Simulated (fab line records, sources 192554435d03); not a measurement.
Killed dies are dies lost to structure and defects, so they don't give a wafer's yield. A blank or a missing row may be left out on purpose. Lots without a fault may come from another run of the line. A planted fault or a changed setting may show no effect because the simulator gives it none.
fab line records | flow n5_finfet
record lots=11 wafers=33 last_day=19
route steps=1938 shown BEOL_M6@1249 BEOL_M7@1263 PASSIVATION@1936
lots that met no fault: from a run of the same line without faults
start_h: hours from the record's first day to the start of the lot's first wafer shown | wait_h: hours since the lot's step before | " the same as in the row above | L1.1+2: a row that stands for several wafers | - no value, or no start given | * or withheld: withheld | < > ~ a bound
route shown NAME@n: a module of which the file shows steps, and the number in the route of the first | usual: mean/standard deviation of fault-free wafers | same: alike in all rows | chamber/n: place in a boat | sites: the reading at each site | _std_site: their standard deviation | _edge_site: outer sites' mean less inner sites' | radius_mm: how far each site lies from the wafer's centre | mask NAME#n: copy n | behind: the tool/chamber that last shaped the wafer | hold: why the lot was held/for how many hours/how that ended | device: the transistor (n, p or np) that didn't switch | end of line: the same wafers' tests at the end of the route | a step without rows: its recipe alone | killed: dies lost to structure and defects at the first sort, not the wafer's yield | map: a wafer's dies, x killed, . not, _ none there
set.NAME: the setting as run; set.NAME@STEP: as run at that earlier step | model.NAME: the simulator's own value behind a step, which no gauge read
steps of the route over a sample of lots; a table a step, a row a wafer
services: from which hour (start_h, from the record's first day; less than 0 if before it) a tool's chamber was out of use, for how many hours, and why
## steps
# step N5_BEOL_M6_DEGAS_44
# recipe ambient=vacuum temp_c=250 time_s=60
# usual heater_power_w=331/47
# columns lot.wafer tool chamber start_h wait_h heater_power_w
L558.2 pvd_sputter-03 - 197.04 0.5 297
L558.3 " - " " 293
L558.5 " - " " 347
L559.1 pvd_sputter-03 - 212.67 1.3 337
L559.4 " - " " 296
L559.5 " - " " 293
L562.2 pvd_sputter-02 - 237.76 0.7 334
L562.4 " - " " 411
L562.6 " - " " 421
L563.1 pvd_sputter-02 - 266.09 0.5 360
L563.2 " - " " 402
L563.6 " - " " 361
L566.2 pvd_sputter-01 - 267.58 0.2 339
L566.3 " - " " 346
L566.5 " - " " 215
L567.1 pvd_sputter-03 - 267.78 0.3 379
L567.4 " - " " 305
L567.6 " - " " 305
L573.2 pvd_sputter-03 - 331.76 0.4 305
L573.3 " - " " 380
L573.4 " - " " 346
L576.1 pvd_sputter-02 - 333.29 0.3 411
L576.2 " - " " 339
L576.4 " - " " 328
L577.1 pvd_sputter-01 - 359.19 0.5 337
L577.2 " - " " 355
L577.3 " - " " 224
L579.3 pvd_sputter-03 - 362.41 1.2 339
L579.5 " - " " 333
L579.6 " - " " 292
L580.1 pvd_sputter-03 - 365.49 2.1 295
L580.5 " - " " 304
L580.6 " - " " 377
# step N5_BEOL_M6_RS_MEAS_57
# recipe thk_meas_gauge=four-point-probe reads=Cu_of_BEOL_M6_ECD_50+Co_of_BEOL_M6_CVD_78+TaN_of_BEOL_M6_ALD_77
# usual M6_RS=0.288/0.0089
# columns lot.wafer tool chamber start_h wait_h M6_RS[ohm/sq]
L558.2 film_metro-02 - 201.08 0.1 0.280
L558.3 " - " " 0.293
L558.5 " - " " 0.277
L559.1 film_metro-02 - 216.67 0.1 0.302
L559.4 " - " " 0.277
L559.5 " - " " 0.293
L562.2 film_metro-01 - 244.82 0.1 0.305
L562.4 " - " " 0.275
L562.6 " - " " 0.293
L563.1 film_metro-01 - 268.66 0.1 0.284
L563.2 " - " " 0.277
L563.6 " - " " 0.289
L566.2 film_metro-01 - 269.97 0.1 0.299
L566.3 " - " " 0.275
L566.5 " - " " 0.289
L567.1 film_metro-02 - 270.24 0.1 0.281
L567.4 " - " " 0.285
L567.6 " - " " 0.289
L573.2 film_metro-02 - 333.57 0.1 0.281
L573.3 " - " " 0.293
L573.4 " - " " 0.277
L576.1 film_metro-01 - 335.59 0.1 0.296
L576.2 " - " " 0.293
L576.4 " - " " 0.291
L577.1 film_metro-02 - 362.39 0.1 0.293
L577.2 " - " " 0.303
L577.3 " - " " 0.295
L579.3 film_metro-02 - 364.13 0.1 0.294
L579.5 " - " " 0.303
L579.6 " - " " 0.284
L580.1 film_metro-01 - 367.11 0.1 0.283
L580.5 " - " " 0.288
L580.6 " - " " 0.286
# step N5_BEOL_M7_ILD_DEP_00
# recipe material=SiCOH_lowk target_thk_a=1797.5 temp_c=300 precursor=DEMS/porogen pressure_torr=5 rf_w=500 time_s=33.4
# usual heater_power_w=324/47 showerhead_plenum_p_Torr=5.739/0.014 throttle_valve_pct=13.7/0.95
# columns lot.wafer tool chamber start_h wait_h heater_power_w showerhead_plenum_p_Torr throttle_valve_pct
L558.2 pecvd-02 0 201.14 0.0 376 5.733 15.2
L558.3 " 1 " " 335 5.736 13.4
L558.5 " 2 " " 359 5.731 12.4
L559.1 pecvd-02 2 216.73 0.0 351 5.710 12.8
L559.4 " 1 " " 359 5.757 13.5
L559.5 " 2 " " 363 5.723 12.9
L562.2 pecvd-02 2 244.89 0.0 381 5.740 13.1
L562.4 " 0 " " 366 5.732 14.8
L562.6 " 1 " " 329 5.742 13.3
L563.1 pecvd-03 1 268.72 0.0 300 5.750 13.5
L563.2 " 0 " " 312 5.752 15.5
L563.6 " 1 " " 307 5.762 13.9
L566.2 pecvd-02 2 270.03 0.0 361 5.727 12.8
L566.3 " 1 " " 367 5.753 13.5
L566.5 " 1 " " 378 5.743 13.6
L567.1 pecvd-03 1 270.31 0.0 298 5.735 13.9
L567.4 " 0 " " 334 5.753 15.5
L567.6 " 1 " " 293 5.758 13.5
L573.2 pecvd-01 0 333.64 0.0 281 5.738 13.1
L573.3 " 2 " " 267 5.753 12.8
L573.4 " 2 " " 202 5.745 12.8
L576.1 pecvd-03 1 335.66 0.0 292 5.749 13.7
L576.2 " 0 " " 380 5.749 15.5
L576.4 " 2 " " 238 5.744 12.4
L577.1 pecvd-03 2 362.50 0.1 244 5.721 12.8
L577.2 " 1 " " 266 5.750 13.6
L577.3 " 0 " " 356 5.747 15.4
L579.3 pecvd-01 2 364.19 0.0 250 5.765 12.9
L579.5 " 2 " " 257 5.754 12.8
L579.6 " 1 " " 285 5.737 14.2
L580.1 pecvd-01 2 367.17 0.0 262 5.753 12.6
L580.5 " 0 " " 308 5.744 12.9
L580.6 " 1 " " 240 5.743 14.3
# step N5_BEOL_M7_CURE_74
# recipe temp_c=385 time_s=240 ambient=He/Ar material=SiCOH_lowk
# usual lamp_power_pct=52.31/0.055 wafer_temp_C_max=386.9/0.59
# columns lot.wafer tool chamber start_h wait_h lamp_power_pct wafer_temp_C_max
L558.2 uv_cure-03 0 201.36 0.2 52.33 386.1
L558.3 " 0 " " 52.35 385.8
L558.5 " 0 " " 52.26 385.9
L559.1 uv_cure-01 2 216.80 0.0 52.26 388.1
L559.4 " 2 " " 52.35 387.8
L559.5 " 2 " " 52.29 388.8
L562.2 uv_cure-03 0 245.03 0.1 52.35 386.7
L562.4 " 0 " " 52.34 386.8
L562.6 " 0 " " 52.25 386.4
L563.1 uv_cure-02 1 268.79 0.0 52.28 387.2
L563.2 " 1 " " 52.27 387.1
L563.6 " 1 " " 52.29 387.7
L566.2 uv_cure-03 2 270.18 0.1 52.45 386.6
L566.3 " 2 " " 52.26 386.6
L566.5 " 2 " " 52.29 386.5
L567.1 uv_cure-02 1 270.37 0.0 52.36 386.7
L567.4 " 1 " " 52.30 387.4
L567.6 " 1 " " 52.35 386.0
L573.2 uv_cure-01 0 333.80 0.1 52.34 387.4
L573.3 " 0 " " 52.30 387.4
L573.4 " 0 " " 52.35 386.9
L576.1 uv_cure-01 0 335.73 0.0 52.30 387.4
L576.2 " 0 " " 52.30 387.0
L576.4 " 0 " " 52.31 387.7
L577.1 uv_cure-01 2 362.57 0.0 52.35 387.6
L577.2 " 2 " " 52.36 387.4
L577.3 " 2 " " 52.27 387.2
L579.3 uv_cure-02 1 364.42 0.2 52.25 387.2
L579.5 " 1 " " 52.36 386.5
L579.6 " 1 " " 52.25 387.4
L580.1 uv_cure-01 0 367.25 0.1 52.40 386.4
L580.5 " 0 " " 52.34 387.3
L580.6 " 0 " " 52.33 386.9
# step N5_BEOL_M7_THK_MEAS_01
# recipe reads=SiCOH_lowk_of_BEOL_M7_ILD_DEP_00
# usual M7_ILD_THK=155.7/1.8
# columns lot.wafer tool chamber start_h wait_h M7_ILD_THK[nm]
L558.2 film_metro-01 - 202.19 0.7 153.1
L558.3 " - " " 152.6
L558.5 " - " " 158.2
L559.1 film_metro-01 - 217.31 0.4 155.9
L559.4 " - " " 157.3
L559.5 " - " " 158.1
L562.2 film_metro-01 - 245.46 0.4 153.9
L562.4 " - " " 154.7
L562.6 " - " " 155.6
L563.1 film_metro-02 - 269.30 0.4 153.3
L563.2 " - " " 153.9
L563.6 " - " " 155.0
L566.2 film_metro-01 - 270.61 0.4 154.7
L566.3 " - " " 154.2
L566.5 " - " " 156.6
L567.1 film_metro-02 - 270.88 0.4 153.6
L567.4 " - " " 154.6
L567.6 " - " " 154.2
L573.2 film_metro-01 - 334.24 0.4 156.6
L573.3 " - " " 155.3
L573.4 " - " " 158.4
L576.1 film_metro-02 - 336.24 0.4 202.8
L576.2 " - " " 157.0
L576.4 " - " " 157.1
L577.1 film_metro-01 - 363.08 0.4 206.7
L577.2 " - " " 155.1
L577.3 " - " " 206.8
L579.3 film_metro-01 - 364.77 0.3 154.5
L579.5 " - " " 156.9
L579.6 " - " " 155.6
L580.1 film_metro-01 - 367.76 0.4 155.0
L580.5 " - " " 158.4
L580.6 " - " " 155.9
# step N5_PASSIVATION_PROBE_49
# usual defect_limited_yield=91.1/1.4 killed_at_M0_to_M3=36/11 killed_at_M4_up=14/5.2 killed_at_contacts=12/6.1 killed_at_front_end=40/12 killed_at_other=3.2/2.5 killed_dies=105/16 killed_open=68/12 killed_short=35/8.7 sort_bin_5_function=5.2/0.89 sort_bin_6_memory=3.3/0.66 sort_n_pass=1074/16 sort_yield_pct=91.1/1.4
# same gross_dies=1180 killed_at_back_side=0 sort_bin_4_leakage[%]=0 sort_bin_8_speed[%]=0
# columns lot.wafer tool chamber start_h wait_h defect_limited_yield[%] killed_at_M0_to_M3 killed_at_M4_up killed_at_contacts killed_at_front_end killed_at_other killed_dies killed_open killed_short sort_bin_5_function[%] sort_bin_6_memory[%] sort_n_pass sort_yield_pct[%]
L576.1 prober-01 - 420.76 0.0 90.3 48 13 7 44 2 114 70 33 5.1 3.8 1066 90.3
L576.2 prober-01 - 420.81 0.1 90.0 39 37 9 32 1 118 60 56 5.8 3.7 1062 90.0
L576.4 prober-01 - 420.91 0.2 88.6 42 21 17 50 5 135 82 49 6.0 4.5 1045 88.6
L577.1 prober-01 - 448.81 0.0 88.8 44 18 8 58 4 132 93 37 6.0 4.9 1048 88.8
L577.2 prober-01 - 448.86 0.1 88.6 36 24 10 58 7 135 80 51 6.8 4.1 1045 88.6
L577.3 prober-01 - 448.91 0.1 92.8 35 11 7 30 2 85 40 42 4.4 2.2 1095 92.8
# killed by level:class
L576.1 DUMMY_GATE:geometric_particle:open=8 BEOL_M3:geometric_particle:open=8 FIN_SAQP:geometric_particle:short=7 HKMG_FIN:area_etch=7 BEOL_M0_SAQP:geometric_particle:short=6 BEOL_M0:geometric_particle:open=6 BEOL_M2:geometric_particle:open=6 BEOL_M2:geometric_particle:short=6
L576.2 BEOL_M4:geometric_particle:open=11 BEOL_M7:geometric_particle:open=10 BEOL_M0_SAQP:geometric_particle:short=9 FIN_SAQP:geometric_particle:short=8 GATE_CUT:geometric_particle:short=8 BEOL_M4:geometric_particle:short=7 BEOL_M1:geometric_particle:open=5 MOL_CONTACT_COAG:geometric_particle:open=5
L576.4 MOL_CONTACT_COAG:geometric_particle:open=13 GATE_CUT:geometric_particle:short=12 BEOL_M2:geometric_particle:open=11 FIN_SAQP:geometric_particle:short=10 BEOL_M3:geometric_particle:open=9 BEOL_M4:geometric_particle:open=9 FIN_SAQP:geometric_particle:open=7 BEOL_M0_SAQP:geometric_particle:open=6
L577.1 FIN_SAQP:geometric_particle:open=23 BEOL_M4:geometric_particle:open=14 BEOL_M0_SAQP:geometric_particle:open=10 BEOL_M0_SAQP:geometric_particle:short=9 BEOL_M3:geometric_particle:open=9 FIN_SAQP:geometric_particle:short=8 STI_FIN_REVEAL:geometric_particle:open=7 DUMMY_GATE:geometric_particle:open=6
L577.2 FIN_SAQP:geometric_particle:short=15 FIN_SAQP:geometric_particle:open=11 BEOL_M4:geometric_particle:open=11 BEOL_M0_SAQP:geometric_particle:short=10 MOL_CONTACT_COAG:geometric_particle:open=8 STI_FIN_REVEAL:geometric_particle:open=7 DUMMY_GATE:geometric_particle:open=6 BEOL_M3:geometric_particle:open=6
L577.3 BEOL_M0_SAQP:geometric_particle:short=10 FIN_SAQP:geometric_particle:short=8 BEOL_M0_SAQP:geometric_particle:open=7 BEOL_M3:geometric_particle:short=7 MOL_CONTACT_COAG:geometric_particle:open=6 BEOL_M3:geometric_particle:open=6 STI_FIN_REVEAL:geometric_particle:open=4 GATE_CUT:geometric_particle:short=4
## services
# columns tool chamber start_h hours kind
pecvd-01 - 175.72 2.8 pm
uv_cure-03 - 178.61 2.8 pm
pecvd-03 2 178.89 2.1 scheduled_down
uv_cure-01 - 185.30 0.5 repair
uv_cure-03 - 187.17 7.1 pm
pecvd-02 2 194.93 2.1 scheduled_down
pecvd-03 2 202.38 - clean
pecvd-03 2 202.38 - consumable_replace:showerhead
pecvd-03 2 202.38 29.0 scheduled_down
pecvd-03 2 202.38 29.0 vent_cycle
pecvd-01 - 216.05 2.1 repair
pecvd-01 2 222.84 2.1 scheduled_down
uv_cure-03 - 224.02 0.2 repair
uv_cure-01 - 224.39 3.7 repair
pecvd-01 - 227.20 4.2 repair
pecvd-02 - 250.45 0.5 repair
uv_cure-03 - 254.35 7.5 pm
pvd_sputter-03 - 256.81 10.5 repair
uv_cure-02 - 274.02 7.5 pm
uv_cure-01 - 298.48 0.3 repair
pecvd-01 1 308.21 9.5 repair
pecvd-02 0 315.02 2.1 scheduled_down
pecvd-02 - 318.23 2.8 pm
## key
first_sign step=N5_BEOL_M7_THK_MEAS_01 reading=M7_ILD_THK direction=up sigmas=27 usual=155.7 struck=205.4
effect none on later readings
met_at N5_BEOL_M7_ILD_DEP_00
struck_lots L576,L577
struck_wafers L576.1,L577.1,L577.3
not_acting_at N5_BEOL_M6_DEGAS_44,N5_BEOL_M6_RS_MEAS_57,N5_BEOL_M7_CURE_74
onset_between 270.31 335.66
fault kind=process_parameter_drift tool=pecvd-03 chamber=- onset_h=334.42 steps=N5_BEOL_M7_ILD_DEP_00 channel=target_thk_a offset=* shape=step end_h=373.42 scope=struck_wafers_only acts_in=* stated=*
